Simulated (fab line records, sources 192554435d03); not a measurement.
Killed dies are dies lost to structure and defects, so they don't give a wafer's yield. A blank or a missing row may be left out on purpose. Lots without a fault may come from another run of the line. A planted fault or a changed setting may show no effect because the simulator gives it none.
fab line records | flow n5_finfet
record lots=7 wafers=39
route steps=1938 shown BEOL_M5@1160
start_h: hours from the record's first day to the start of the lot's first wafer shown | wait_h: hours since the lot's step before | " the same as in the row above | L1.1+2: a row that stands for several wafers | - no value, or no start given | * or withheld: withheld | < > ~ a bound
route shown NAME@n: a module of which the file shows steps, and the number in the route of the first | usual: mean/standard deviation of fault-free wafers | same: alike in all rows | chamber/n: place in a boat | sites: the reading at each site | _std_site: their standard deviation | _edge_site: outer sites' mean less inner sites' | radius_mm: how far each site lies from the wafer's centre | mask NAME#n: copy n | behind: the tool/chamber that last shaped the wafer | hold: why the lot was held/for how many hours/how that ended | device: the transistor (n, p or np) that didn't switch | end of line: the same wafers' tests at the end of the route | a step without rows: its recipe alone | killed: dies lost to structure and defects at the first sort, not the wafer's yield | map: a wafer's dies, x killed, . not, _ none there
set.NAME: the setting as run; set.NAME@STEP: as run at that earlier step | model.NAME: the simulator's own value behind a step, which no gauge read
lots whose settings were changed on purpose; a table a step, a row a wafer
## steps
# step N5_BEOL_M5_TRENCH_ETCH_37
# recipe chemistry=C4F6/O2 target_depth_a=716.52 target=SiCOH_lowk time_s=24.7 ion_energy_ev=250 pressure_mtorr=30 source_w=345 bias_w=185 Ar_flow_sccm=300 C4F6_flow_sccm=10 O2_flow_sccm=10
# columns lot.wafer tool chamber start_h wait_h set.target_depth_a model.BEOL_M5.feature_depth_nm model.etch.depth_nm
L074.1 rie_diel-06 3 - - 716.52 72.2 72.26
L074.5 " 0 " " 716.52 70.8 70.87
L074.6 " 3 " " 716.52 72.2 72.13
L078.1 rie_diel-01 1 - - 716.52 71.8 71.73
L078.2 " 0 " " 1046 101.8 101.9
L078.3 " 2 " " 716.52 72 72.09
L078.4 " 3 " " 1046 106.2 106.1
L078.5 " 2 " " 1046 104.4 104.3
L078.6 " 1 " " 716.52 72.2 72.11
L079.1 rie_diel-03 0 - - 507.9 51.2 51.29
L079.2 " 2 " " 716.52 71.2 71.28
L079.3 " 3 " " 507.9 51.4 51.35
L079.4 " 1 " " 716.52 69.8 69.85
L079.5 " 0 " " 507.9 51.2 51.22
L079.6 " 3 " " 716.52 72.2 72.17
L081.1 rie_diel-06 3 - - 896.4 90.4 90.34
L081.2 " 2 " " 716.52 70.2 70.26
L081.3 " 0 " " 896.4 90 90.03
L081.4 " 0 " " 716.52 71.8 71.77
L081.5 " 2 " " 896.4 88.6 88.6
L081.6 " 3 " " 716.52 71.6 71.63
L084.1 rie_diel-01 0 - - 716.52 69 68.95
L084.2 " 2 " " 716.52 71.6 71.63
L084.3 " 3 " " 716.52 70.6 70.68
L084.4 " 1 " " 716.52 71.6 71.5
L084.5 " 3 " " 716.52 70.6 70.66
L084.6 " 0 " " 716.52 69.2 69.28
L094.1 rie_diel-03 3 - - 716.52 72 72.03
L094.2 " 0 " " 716.52 71.2 71.21
L094.3 " 1 " " 716.52 68.2 68.25
L094.4 " 2 " " 716.52 69.8 69.76
L094.5 " 0 " " 716.52 71.4 71.46
L094.6 " 3 " " 716.52 72.4 72.32
L096.1 rie_diel-03 1 - - 716.52 69.4 69.37
L096.2 " 3 " " 985.7 100.4 100.3
L096.3 " 2 " " 716.52 70.6 70.69
L096.4 " 0 " " 985.7 99 99.05
L096.5 " 3 " " 985.7 101.2 101.2
L096.6 " 2 " " 716.52 70.6 70.61
# step N5_BEOL_M5_ETCH_41
# recipe chemistry=CH3F/O2 target=SiCN target_depth_a=315 taper_deg=2 time_s=56.7 ion_energy_ev=120 mask_material=TiN pressure_mtorr=30 source_w=395 bias_w=75 Ar_flow_sccm=150 CH3F_flow_sccm=30 O2_flow_sccm=20
# step N5_BEOL_M5_STRIP_91
# recipe chemistry=N2/H2 time_s=10 power_w=450 temp_c=40 pressure_mtorr=20 rf_frequency_hz=6e+07 bias_power_w=7 n2_flow_sccm=200 h2_flow_sccm=200
# step N5_BEOL_M5_OCD_MEAS_38
# usual trench_depth_nm=71.2/1.3
# columns lot.wafer tool chamber start_h wait_h set.target_depth_a@BEOL_M5_TRENCH_ETCH_37 trench_depth_nm
L074.1 ocd-02 - 176.87 - 716.52 72.5
L074.5 " - " " 716.52 70.1
L074.6 " - " " 716.52 72.2
L078.1 ocd-01 - 200.52 - 716.52 71.8
L078.2 " - " " 1046 102.0
L078.3 " - " " 716.52 72.4
L078.4 " - " " 1046 106.0
L078.5 " - " " 1046 104.5
L078.6 " - " " 716.52 71.9
L079.1 ocd-01 - 202.78 - 507.9 51.7
L079.2 " - " " 716.52 71.8
L079.3 " - " " 507.9 50.9
L079.4 " - " " 716.52 70.1
L079.5 " - " " 507.9 50.8
L079.6 " - " " 716.52 72.1
L081.1 ocd-01 - 207.98 - 896.4 90.1
L081.2 " - " " 716.52 69.8
L081.3 " - " " 896.4 90.2
L081.4 " - " " 716.52 71.7
L081.5 " - " " 896.4 88.5
L081.6 " - " " 716.52 72.0
L084.1 ocd-01 - 255.09 - 716.52 69.0
L084.2 " - " " 716.52 72.0
L084.3 " - " " 716.52 70.7
L084.4 " - " " 716.52 71.0
L084.5 " - " " 716.52 70.4
L084.6 " - " " 716.52 68.6
L094.1 ocd-02 - 293.93 - 716.52 72.3
L094.2 " - " " 716.52 71.4
L094.3 " - " " 716.52 67.8
L094.4 " - " " 716.52 69.4
L094.5 " - " " 716.52 71.2
L094.6 " - " " 716.52 71.8
L096.1 ocd-01 - 300.89 - 716.52 69.5
L096.2 " - " " 985.7 100.5
L096.3 " - " " 716.52 70.9
L096.4 " - " " 985.7 99.4
L096.5 " - " " 985.7 100.6
L096.6 " - " " 716.52 70.9
# step N5_BEOL_M5_HM_STRIP_39
# recipe chemistry=peroxide_tin_strip material=TiN target_depth_a=250 temp_c=50 time_s=158
# step N5_BEOL_M5_SRD_40
# recipe time_s=30 temp_c=23 rinse_liquid=diw dry=ipa_marangoni
# step N5_BEOL_M5_ECD_50
# recipe material=Cu target_thk_a=3000
# step N5_BEOL_M5_ANNEAL_51
# recipe temp_c=225 time_s=90 ambient=N2
# step N5_BEOL_M5_CMP_52
# recipe stop_on=SiCOH_lowk t_overpolish_s=6.9 down_force_psi=1 platen_rpm=50 clearing_platen_down_force_psi=1.5 clearing_platen_rpm=50 post_cmp_clean=cu_alkaline target_thk_nm=62 clearing_platen_pad_velocity_m_s=0.99484 pad_velocity_m_s=0.99484
# columns lot.wafer tool chamber start_h wait_h set.target_depth_a@BEOL_M5_TRENCH_ETCH_37 model.Cu_of_BEOL_M5_ECD_50.thk_nm
L074.1 cmp-02 2 183.55 0.5 716.52 62
L074.6 " 3 " " 716.52 61.4
L074.5 " 0 " " 716.52 59.6
L078.3+1 cmp-01 1,3 206.93 0.2 716.52 62.6
L078.2 " 2 " " 1046 91
L078.4 " 0 " " 1046 95.4
L078.6 " 1 " " 716.52 63.2
L078.5 " 2 " " 1046 92.6
L079.3 cmp-01 0 210.08 0.2 507.9 42
L079.1 " 1 " " 507.9 43.2
L079.2 " 2 " " 716.52 61
L079.4 " 3 " " 716.52 60.4
L079.5 " 0 " " 507.9 41.4
L079.6 " 1 " " 716.52 63.8
L081.2 cmp-02 3 214.30 0.2 716.52 61.6
L081.1 " 0 " " 896.4 81.2
L081.3 " 1 " " 896.4 80.4
L081.4 " 2 " " 716.52 62.2
L081.6 " 3 " " 716.52 62.4
L081.5 " 0 " " 896.4 79.8
L084.4 cmp-02 3 261.77 0.1 716.52 62.4
L084.1 " 0 " " 716.52 58.8
L084.3 " 1 " " 716.52 59.6
L084.2 " 2 " " 716.52 61
L084.6 " 3 " " 716.52 58.4
L084.5 " 0 " " 716.52 60.6
L094.2 cmp-04 0 300.32 0.2 716.52 62.8
L094.3 " 1 " " 716.52 60.4
L094.1 " 2 " " 716.52 63.8
L094.4 " 3 " " 716.52 60.6
L094.6 " 0 " " 716.52 64.4
L094.5 " 1 " " 716.52 63.4
L096.4 cmp-02 0 308.10 0.1 985.7 87.6
L096.2 " 1 " " 985.7 88.8
L096.1 " 2 " " 716.52 57.8
L096.3 " 3 " " 716.52 59.8
L096.5 " 0 " " 985.7 90.2
L096.6 " 1 " " 716.52 60
# step N5_BEOL_M5_THK_MEAS_53
# recipe thk_meas_gauge=xrf reads=Cu_of_BEOL_M5_ECD_50
# usual M5_THK=60.7/1.9
# columns lot.wafer tool chamber start_h wait_h set.target_depth_a@BEOL_M5_TRENCH_ETCH_37 M5_THK[nm]
L074.1 film_metro-02 - 183.73 - 716.52 60.8
L074.5 " - " " 716.52 58.7
L074.6 " - " " 716.52 60.4
L078.1 film_metro-01 - 207.22 - 716.52 62.2
L078.2 " - " " 1046 90.4
L078.3 " - " " 716.52 62.1
L078.4 " - " " 1046 94.9
L078.5 " - " " 1046 91.8
L078.6 " - " " 716.52 62.6
L079.1 film_metro-01 - 210.38 - 507.9 42.8
L079.2 " - " " 716.52 60.7
L079.3 " - " " 507.9 41.7
L079.4 " - " " 716.52 60.5
L079.5 " - " " 507.9 41.4
L079.6 " - " " 716.52 63.4
L081.1 film_metro-01 - 214.60 - 896.4 80.8
L081.2 " - " " 716.52 61.1
L081.3 " - " " 896.4 79.7
L081.4 " - " " 716.52 61.8
L081.5 " - " " 896.4 78.6
L081.6 " - " " 716.52 61.9
L084.1 film_metro-01 - 262.06 - 716.52 57.6
L084.2 " - " " 716.52 60.1
L084.3 " - " " 716.52 58.8
L084.4 " - " " 716.52 61.3
L084.5 " - " " 716.52 59.6
L084.6 " - " " 716.52 57.5
L094.1 film_metro-01 - 300.61 - 716.52 62.9
L094.2 " - " " 716.52 62.0
L094.3 " - " " 716.52 59.7
L094.4 " - " " 716.52 59.9
L094.5 " - " " 716.52 62.9
L094.6 " - " " 716.52 63.4
L096.1 film_metro-01 - 308.41 0.2 716.52 57.3
L096.2 " - " " 985.7 87.7
L096.3 " - " " 716.52 59.3
L096.4 " - " " 985.7 86.4
L096.5 " - " " 985.7 88.7
L096.6 " - " " 716.52 58.9
# step N5_BEOL_M5_PRE_CLEAN_77
# recipe gas=NH3/H2 time_s=15 temp_c=* rf_power_w=300
# step N5_BEOL_M5_CO_CAP_78
# recipe material=Co target_thk_a=20 temp_c=200 precursor=CCTBA/H2 pressure_torr=30 time_s=102.1
# step N5_BEOL_M5_PRE_CLEAN_55
# recipe gas=NH3 time_s=15 temp_c=withheld rf_power_w=300
# step N5_BEOL_M5_DEP_56
# recipe material=SiCN target_thk_a=80 temp_c=withheld precursor=3MS/NH3 pressure_torr=3 rf_w=202 time_s=14
# step N5_BEOL_M5_RS_MEAS_57
# recipe thk_meas_gauge=four-point-probe reads=Co_of_BEOL_M5_CO_CAP_78+Cu_of_BEOL_M5_ECD_50+Co_of_BEOL_M5_CVD_47+TaN_of_BEOL_M5_ALD_86
# usual M5_RS=0.392/0.015
# columns lot.wafer tool chamber start_h wait_h set.target_depth_a@BEOL_M5_TRENCH_ETCH_37 M5_RS[ohm/sq]
L074.1 film_metro-02 - 184.00 0.0 716.52 0.387
L074.5 " - " " 716.52 0.406
L074.6 " - " " 716.52 0.391
L078.1 film_metro-02 - 207.48 0.0 716.52 0.382
L078.2 " - " " 1046 0.246
L078.3 " - " " 716.52 0.381
L078.4 " - " " 1046 0.232
L078.5 " - " " 1046 0.241
L078.6 " - " " 716.52 0.376
L079.1 film_metro-02 - 210.67 0.1 507.9 0.604
L079.2 " - " " 716.52 0.395
L079.3 " - " " 507.9 0.629
L079.4 " - " " 716.52 0.398
L079.5 " - " " 507.9 0.638
L079.6 " - " " 716.52 0.374
L081.1 film_metro-02 - 214.89 0.1 896.4 0.281
L081.2 " - " " 716.52 0.389
L081.3 " - " " 896.4 0.283
L081.4 " - " " 716.52 0.386
L081.5 " - " " 896.4 0.287
L081.6 " - " " 716.52 0.383
L084.1 film_metro-01 - 262.32 0.0 716.52 0.411
L084.2 " - " " 716.52 0.394
L084.3 " - " " 716.52 0.406
L084.4 " - " " 716.52 0.384
L084.5 " - " " 716.52 0.397
L084.6 " - " " 716.52 0.414
L094.1 film_metro-01 - 300.87 0.0 716.52 0.374
L094.2 " - " " 716.52 0.381
L094.3 " - " " 716.52 0.399
L094.4 " - " " 716.52 0.396
L094.5 " - " " 716.52 0.376
L094.6 " - " " 716.52 0.370
L096.1 film_metro-01 - 308.67 0.0 716.52 0.420
L096.2 " - " " 985.7 0.253
L096.3 " - " " 716.52 0.404
L096.4 " - " " 985.7 0.257
L096.5 " - " " 985.7 0.248
L096.6 " - " " 716.52 0.402
## key
split step=N5_BEOL_M5_TRENCH_ETCH_37 setting=target_depth_a stated=716.52 by=wafer
response step=N5_BEOL_M5_TRENCH_ETCH_37 reading=model.BEOL_M5.feature_depth_nm change=+0.728 per=1% r=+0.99
response step=N5_BEOL_M5_TRENCH_ETCH_37 reading=model.etch.depth_nm change=+0.728 per=1% r=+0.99
response step=N5_BEOL_M5_OCD_MEAS_38 reading=trench_depth_nm change=+0.728 per=1% r=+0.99
response step=N5_BEOL_M5_CMP_52 reading=model.Cu_of_BEOL_M5_ECD_50.thk_nm change=+0.706 per=1% r=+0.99
response step=N5_BEOL_M5_THK_MEAS_53 reading=M5_THK change=+0.699 per=1% r=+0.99
response step=N5_BEOL_M5_RS_MEAS_57 reading=M5_RS shape=bent at_lowest=0.624 at_stated=0.392 at_highest=0.239
